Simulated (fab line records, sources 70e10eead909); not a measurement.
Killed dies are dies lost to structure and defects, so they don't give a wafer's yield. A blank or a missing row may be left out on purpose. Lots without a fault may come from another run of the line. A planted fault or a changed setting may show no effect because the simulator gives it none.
Which tool did it? | flow nand_harc | 13 lots, 38 wafers sampled, at 5 steps of a route of 1302

WHAT THE GAUGES READ, wafer by wafer
NHARC_A_BONDPAD_CD_MEAS_09: target cd 500 nm. Usual: cd_nm 500.9 nm, standard deviation 1.7.
lot  | measured     | on        | cd_nm (nm)        | flag
L199 | day 23 22:50 | cd_sem-01 | 503.7 501.9 502.1 |
L200 | day 23 20:31 | cd_sem-02 | 500.0 501.4 502.8 |
L203 | day 24 10:04 | cd_sem-03 | 500.7 502.4 498.9 |
L204 | day 25 22:41 | cd_sem-01 | 499.8 500.7 499.7 |
L205 | day 25 20:24 | cd_sem-03 | 503.6 503.1 501.5 |
L206 | day 25 14:00 | cd_sem-01 | 499.6 500.0 502.7 |
L208 | day 27 02:34 | cd_sem-01 | 500.2 498.5 498.4 |
L210 | day 27 05:31 | cd_sem-03 | 503.4 501.6 503.0 |
L211 | day 27 19:13 | cd_sem-03 | 500.4 500.4 499.7 |
L214 | day 29 09:00 | cd_sem-01 | 499.8 499.2 501.6 |
L215 | day 29 14:49 | cd_sem-01 | 502.1 501.9 496.5 |
L217 | day 31 00:25 | cd_sem-03 | 498.5 499.9       |
L218 | day 31 04:59 | cd_sem-01 | 500.4 501.2       |

NHARC_END_SORT_01. Usual: defect_limited_yield 90 %, standard deviation 3.4; killed_at_array 62, standard deviation 22; killed_at_other 1.0, standard deviation 1.4; killed_at_periphery 4.2, standard deviation 2.8; killed_dies 67, standard deviation 23; killed_open 3.1, standard deviation 1.7; killed_short 2.1, standard deviation 1.5.
lot  | measured     | on        | defect_limited_yield (%) | killed_at_array | killed_at_other | killed_at_periphery | killed_dies | killed_open | killed_short | flag
L218 | day 33 07:31 | prober-02 | 89 90 1                  | 68 58 66        | 1 5 8           | 3 7 599             | 72 70 673   | 3 4 5       | 2 4 5        | OFF

WHICH TOOL RAN EACH LOT (tool, then ch and the chambers of the sampled wafers, then the start)
lot  | NHARC_P_M1_PVD_21            | NHARC_A_BONDPAD_DEGAS_25     | NHARC_A_BONDPAD_PVD_17
L199 | pvd_sputter-02, day 6 08:10  | pvd_sputter-01, day 24 00:03 | pvd_sputter-01, no start
L200 | pvd_sputter-02, day 6 14:49  | pvd_sputter-03, day 23 21:42 | pvd_sputter-03, no start
L203 | pvd_sputter-02, day 7 21:21  | pvd_sputter-02, day 24 11:13 | pvd_sputter-02, no start
L204 | pvd_sputter-02, day 8 12:01  | pvd_sputter-01, day 25 23:53 | pvd_sputter-01, no start
L205 | pvd_sputter-03, day 8 22:55  | pvd_sputter-03, day 25 21:36 | pvd_sputter-03, no start
L206 | pvd_sputter-01, day 9 02:08  | pvd_sputter-03, day 25 15:11 | pvd_sputter-03, no start
L208 | pvd_sputter-02, day 10 05:31 | pvd_sputter-02, day 27 03:47 | pvd_sputter-02, no start
L210 | pvd_sputter-03, day 10 18:22 | pvd_sputter-03, day 27 06:45 | pvd_sputter-03, no start
L211 | pvd_sputter-01, day 11 03:12 | pvd_sputter-03, day 27 20:27 | pvd_sputter-03, no start
L214 | pvd_sputter-02, day 12 07:56 | pvd_sputter-02, day 29 10:09 | pvd_sputter-02, no start
L215 | pvd_sputter-01, day 12 23:17 | pvd_sputter-01, day 29 15:58 | pvd_sputter-01, no start
L217 | pvd_sputter-01, day 14 03:55 | pvd_sputter-03, day 31 01:42 | pvd_sputter-03, no start
L218 | pvd_sputter-01, day 14 07:29 | pvd_sputter-03, day 31 06:32 | pvd_sputter-03, day 33 07:31 or earlier
- NHARC_P_M1_PVD_21: deposits Cu, target thk 30 nm, time 20.49 s.
- NHARC_A_BONDPAD_DEGAS_25: time 60 s.
- NHARC_A_BONDPAD_PVD_17: deposits TaN, target thk 5 nm, time 8.06 s.

WHAT THE TOOLS THEMSELVES READ (means of the sampled wafers that have a number; where no wafer has one, the mark that the record gives instead)
NHARC_P_M1_PVD_21. Usual: throttle_valve_pct 30.5 %, standard deviation 1.3.
lot  | tool           | throttle_valve_pct (%) | flag
L199 | pvd_sputter-02 | 30.9                   |
L200 | pvd_sputter-02 | 29.1                   |
L203 | pvd_sputter-02 | 29.0                   |
L204 | pvd_sputter-02 | 29.1                   |
L205 | pvd_sputter-03 | 30.7                   |
L206 | pvd_sputter-01 | 29.8                   |
L208 | pvd_sputter-02 | 30.7                   |
L210 | pvd_sputter-03 | 31.1                   |
L211 | pvd_sputter-01 | 30.5                   |
L214 | pvd_sputter-02 | 29.7                   |
L215 | pvd_sputter-01 | 30.6                   |
L217 | pvd_sputter-01 | 30.6                   |
L218 | pvd_sputter-01 | 30.4                   |

NHARC_A_BONDPAD_DEGAS_25. Usual: heater_power_w 466 W, standard deviation 47.
lot  | tool           | heater_power_w (W) | flag
L199 | pvd_sputter-01 | 482                |
L200 | pvd_sputter-03 | 431                |
L203 | pvd_sputter-02 | 479                |
L204 | pvd_sputter-01 | 419                |
L205 | pvd_sputter-03 | 457                |
L206 | pvd_sputter-03 | 457                |
L208 | pvd_sputter-02 | 476                |
L210 | pvd_sputter-03 | 473                |
L211 | pvd_sputter-03 | 461                |
L214 | pvd_sputter-02 | 456                |
L215 | pvd_sputter-01 | 400                |
L217 | pvd_sputter-03 | 476                |
L218 | pvd_sputter-03 | 432                |

NHARC_A_BONDPAD_PVD_17. Usual: throttle_valve_pct 30.3 %, standard deviation 1.1.
lot  | tool           | throttle_valve_pct (%) | flag
L199 | pvd_sputter-01 | 29.7                   |
L200 | pvd_sputter-03 | 30.9                   |
L203 | pvd_sputter-02 | 30.1                   |
L204 | pvd_sputter-01 | 29.5                   |
L205 | pvd_sputter-03 | 30.8                   |
L206 | pvd_sputter-03 | 31.1                   |
L208 | pvd_sputter-02 | 29.1                   |
L210 | pvd_sputter-03 | 30.7                   |
L211 | pvd_sputter-03 | 30.9                   |
L214 | pvd_sputter-02 | 31.0                   |
L215 | pvd_sputter-01 | 30.3                   |
L217 | pvd_sputter-03 | 30.8                   |
L218 | pvd_sputter-03 | 30.7                   |

THE ANSWER, worked out from the rows above alone
Rule: a lot is off if the mean of its wafers that have a number lies more than 3 standard deviations from the usual mean. A lot without any number at a reading at which 4 lots or more have one is off too. The other lots that the step has rows for count as sound. The gauges are gone through in route order, then the tools' own readings, and for those a lot's mean is taken as printed above. The first step at which some lot is off is used, and at that step the reading that is off furthest; a lot without a number counts as furthest.
Off: L218, at NHARC_END_SORT_01 (killed_at_periphery). Neither off nor sound, because the step has no rows for them: L199, L200, L203, L204, L205, L206, L208, L210, L211, L214, L215, L217.
A tool fits if, at a process step before that reading, it ran every lot that is off, and no sound lot after the first of them. The gauges at NHARC_END_SORT_01 are tried like those tools. NHARC_A_BONDPAD_PVD_17 gives no start for some lots, so the hours and the order of its lots are those of NHARC_END_SORT_01. Can't be told from this: 3 tools fit, pvd_sputter-01 at NHARC_P_M1_PVD_21, pvd_sputter-03 at NHARC_A_BONDPAD_DEGAS_25 and NHARC_A_BONDPAD_PVD_17, prober-02 at NHARC_END_SORT_01.

WHAT THE SIMULATOR HAD PUT IN
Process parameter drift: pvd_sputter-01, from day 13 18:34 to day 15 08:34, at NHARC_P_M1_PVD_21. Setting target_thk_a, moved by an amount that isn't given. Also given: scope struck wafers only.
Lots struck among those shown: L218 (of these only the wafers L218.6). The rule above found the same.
